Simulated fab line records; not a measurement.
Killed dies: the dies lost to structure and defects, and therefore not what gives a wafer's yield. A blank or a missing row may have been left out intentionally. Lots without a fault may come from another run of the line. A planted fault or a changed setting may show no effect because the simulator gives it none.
Matching of chambers || flow nand harc || cmp-03 running NHARC_P_M2_CMP_23: 4 sister chambers
The step polishes, t overpolish 20 s, target thk 144.3 nm. 4 wafers are shown with their chamber, then 9 later ones without.

== WAFERS WITH THEIR CHAMBER ==
{"wafer": "L078.3", "chamber": 0, "motor current A (A)": 12.6}
{"wafer": "L078.5", "chamber": 1, "motor current A (A)": 9.3}
{"wafer": "L080.5", "chamber": 3, "motor current A (A)": 11.3}
{"wafer": "L080.6", "chamber": 2, "motor current A (A)": 12.8}

== WAFERS WHOSE CHAMBER IS MISSING ==
{"wafer": "L087.2", "motor current A (A)": 9.7}
{"wafer": "L087.4", "motor current A (A)": 12.5}
{"wafer": "L087.5", "motor current A (A)": 10.0}
{"wafer": "L090.1", "motor current A (A)": 9.7}
{"wafer": "L090.3", "motor current A (A)": 11.9}
{"wafer": "L090.6", "motor current A (A)": 13.1}
{"wafer": "L095.2", "motor current A (A)": 13.3}
{"wafer": "L095.5", "motor current A (A)": 12.4}
{"wafer": "L095.6", "motor current A (A)": 13.6}

== THE CHAMBER EACH PASSED THROUGH ==
{"wafer": "L087.2", "from the rows above": 1, "in truth": 1}
{"wafer": "L087.4", "from the rows above": "can't be placed: 0 or 2", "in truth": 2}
{"wafer": "L087.5", "from the rows above": "can't be placed: 1 or 3", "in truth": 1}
{"wafer": "L090.1", "from the rows above": 1, "in truth": 1}
{"wafer": "L090.3", "from the rows above": "can't be placed: 3 or 0 or 2", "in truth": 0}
{"wafer": "L090.6", "from the rows above": "can't be placed: 2 or 0", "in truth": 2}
{"wafer": "L095.2", "from the rows above": "can't be placed: 2 or 0", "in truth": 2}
{"wafer": "L095.5", "from the rows above": "can't be placed: 0 or 2 or 3", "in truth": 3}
{"wafer": "L095.6", "from the rows above": "can't be placed: 2 or 0", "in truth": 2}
2 of 9 placed correctly. Not placeable from these rows: 7 (in 7, the candidates include the true chamber). 0 placed wrongly.
How it was worked out, from the rows above alone: a wafer's distance from a chamber is the root of the sum, over the readings, of the square of ((its reading less the chamber's mean) divided by the reading's scatter). The wafer belongs to the nearest chamber; if the next one is less than 2 further off, it can't be placed. A chamber's mean is the mean of its shown wafers. The scatter: with one shown wafer a chamber, the root of the mean of the squares of how far each hidden wafer lies from its nearest shown one.
